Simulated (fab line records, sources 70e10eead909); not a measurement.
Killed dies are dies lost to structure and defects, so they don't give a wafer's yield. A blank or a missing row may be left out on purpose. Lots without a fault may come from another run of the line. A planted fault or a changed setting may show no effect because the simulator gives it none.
Chamber matching | flow nand_harc | NHARC_A_CONTACT_DEP_24 on pecvd-02: 3 sister chambers
The step deposits SiO2, target thk 500 nm. 14 wafers are shown with their chamber, then 7 later ones without.

WAFERS WITH THEIR CHAMBER
wafer  | chamber | throttle_valve_pct (%) | heater_power_w (W) | mfc_precursor_sccm (sccm)
L540.1 | 0       | 15.8                   | 774                | 161.6
L540.2 | 1       | 15.7                   | 569                | 161.9
L540.3 | 2       | 16.7                   | 594                | 161.2
L541.1 | 1       | 15.8                   | 652                | 160.8
L541.2 | 2       | 16.8                   | 601                | 160.7
L541.3 | 0       | 15.9                   | 792                | 161.7
L549.1 | 0       | 16.0                   | 765                | 162.0
L549.3 | 2       | 16.8                   | 510                | 161.4
L549.4 | 2       | 16.6                   | 546                | 162.5
L550.2 | 1       | 16.0                   | 627                | 161.5
L550.3 | 0       | 16.0                   | 854                | 161.1
L550.4 | 1       | 16.1                   | 662                | 160.9
L553.4 | 1       | 16.2                   | 584                | 161.5
L553.6 | 2       | 16.7                   | 556                | 161.1

SIGNATURES (means of the wafers above)
reading            | chamber 0 | chamber 1 | chamber 2 | scatter within a chamber
throttle_valve_pct | 15.925    | 15.960    | 16.720    | 0.144
heater_power_w     | 796.25    | 618.80    | 561.40    | 39.4
mfc_precursor_sccm | 161.600   | 161.320   | 161.380   | 0.531
Rule: a wafer's distance from a chamber is the root of the sum, over the readings, of the square of ((its reading less the chamber's mean) divided by the reading's scatter). The wafer belongs to the nearest chamber; if the next one is less than 2 further off, it can't be placed. The scatter: the root of (the sum of the squares of (reading less its chamber's mean) over the shown wafers, divided by (wafers less chambers)).

WAFERS WITHOUT THEIR CHAMBER
wafer  | throttle_valve_pct (%) | heater_power_w (W) | mfc_precursor_sccm (sccm)
L551.1 | 16.6                   | 651                | 161.6
L551.4 | 16.0                   | 654                | 160.6
L554.1 | 16.0                   | 525                | 161.4
L554.4 | 16.3                   | 570                | 161.4
L563.1 | 17.0                   | 616                | 161.5
L563.2 | 16.1                   | 643                | 161.6
L563.5 | 16.9                   | 652                | 161.3

WHICH CHAMBER EACH WENT THROUGH
wafer  | from the rows above     | in truth
L551.1 | 2                       | 2
L551.4 | 1                       | 1
L554.1 | 1                       | 1
L554.4 | can't be placed: 1 or 2 | 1
L563.1 | 2                       | 2
L563.2 | 1                       | 1
L563.5 | 2                       | 2
Placed correctly: 6 of 7. Can't be placed from these rows: 1 (the true chamber is among the candidates in 1). Placed wrongly: 0.
